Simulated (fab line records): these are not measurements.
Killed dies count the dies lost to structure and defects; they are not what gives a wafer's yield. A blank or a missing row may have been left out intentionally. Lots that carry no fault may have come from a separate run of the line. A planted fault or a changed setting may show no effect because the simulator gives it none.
Matching of chambers | flow nand_harc | NHARC_A_M1_STRIP_18 on rie_diel-13 has 4 sister chambers
The step strips in N2/H2. 14 wafers are shown with their chamber, then 7 later ones without.

EACH WAFER AND ITS CHAMBER
wafer  | chamber | showerhead_plenum_p_Torr (Torr) | drypump_motor_current_A (A) | throttle_valve_pct (%)
L482.3 | 1       | 1.96                            | 5.6                         | 14.165
L482.5 | 3       | 2.05                            | 6.5                         | 14.190
L482.6 | 2       | 2.14                            | 6.4                         | 14.185
L485.2 | 3       | 2.05                            | 6.5                         | 14.183
L485.3 | 2       | 2.14                            | 6.3                         | 14.175
L485.5 | 0       | 1.90                            | 6.1                         | 14.193
L486.2 | 2       | 2.14                            | 6.3                         | 14.178
L486.3 | 3       | 2.05                            | 6.5                         | 14.176
L486.6 | 2       | 2.14                            | 6.3                         | 14.169
L498.1 | 3       | 2.05                            | 6.5                         | 14.167
L498.4 | 1       | 1.96                            | 5.6                         | 14.155
L498.6 | 3       | 2.05                            | 6.6                         | 14.160
L497.2 | 2       | 2.13                            | 6.3                         | 14.152
L497.4 | 1       | 1.96                            | 5.6                         | 14.171

SIGNATURES (means of the wafers above)
reading                  | chamber 0 | chamber 1 | chamber 2 | chamber 3 | scatter within a chamber
showerhead_plenum_p_Torr | 1.9000    | 1.9600    | 2.1380    | 2.0500    | 0.00283
drypump_motor_current_A  | 6.100     | 5.600     | 6.320     | 6.520     | 0.04
throttle_valve_pct       | 14.19300  | 14.16367  | 14.17180  | 14.17520  | 0.0115
Rule: a wafer's distance from a chamber is the root of the sum, over the readings, of the square of ((its reading less the chamber's mean) divided by the reading's scatter). The wafer belongs to the nearest chamber; if the next one is less than 2 further off, it can't be placed. The scatter: take each reading less its chamber's mean, square it, sum over the shown wafers, divide by the number of wafers less the number of chambers, and take the root.

WAFERS WITH NO CHAMBER GIVEN
wafer  | showerhead_plenum_p_Torr (Torr) | drypump_motor_current_A (A) | throttle_valve_pct (%)
L497.5 | 2.13                            | 6.3                         | 14.163
L500.1 | 2.13                            | 6.3                         | 14.168
L500.3 | 1.96                            | 5.6                         | 14.182
L500.4 | 1.96                            | 5.6                         | 14.171
L504.1 | 1.96                            | 5.7                         | 14.170
L504.5 | 2.13                            | 6.4                         | 14.176
L504.6 | 1.96                            | 5.6                         | 14.172

CHAMBER TAKEN BY EACH
wafer  | from the rows above | in truth
L497.5 | 2                   | 2
L500.1 | 2                   | 2
L500.3 | 1                   | 1
L500.4 | 1                   | 1
L504.1 | 1                   | 1
L504.5 | 2                   | 2
L504.6 | 1                   | 1
Correctly placed: 7 of 7. Number that these rows cannot place: 0. Placed wrongly: 0.
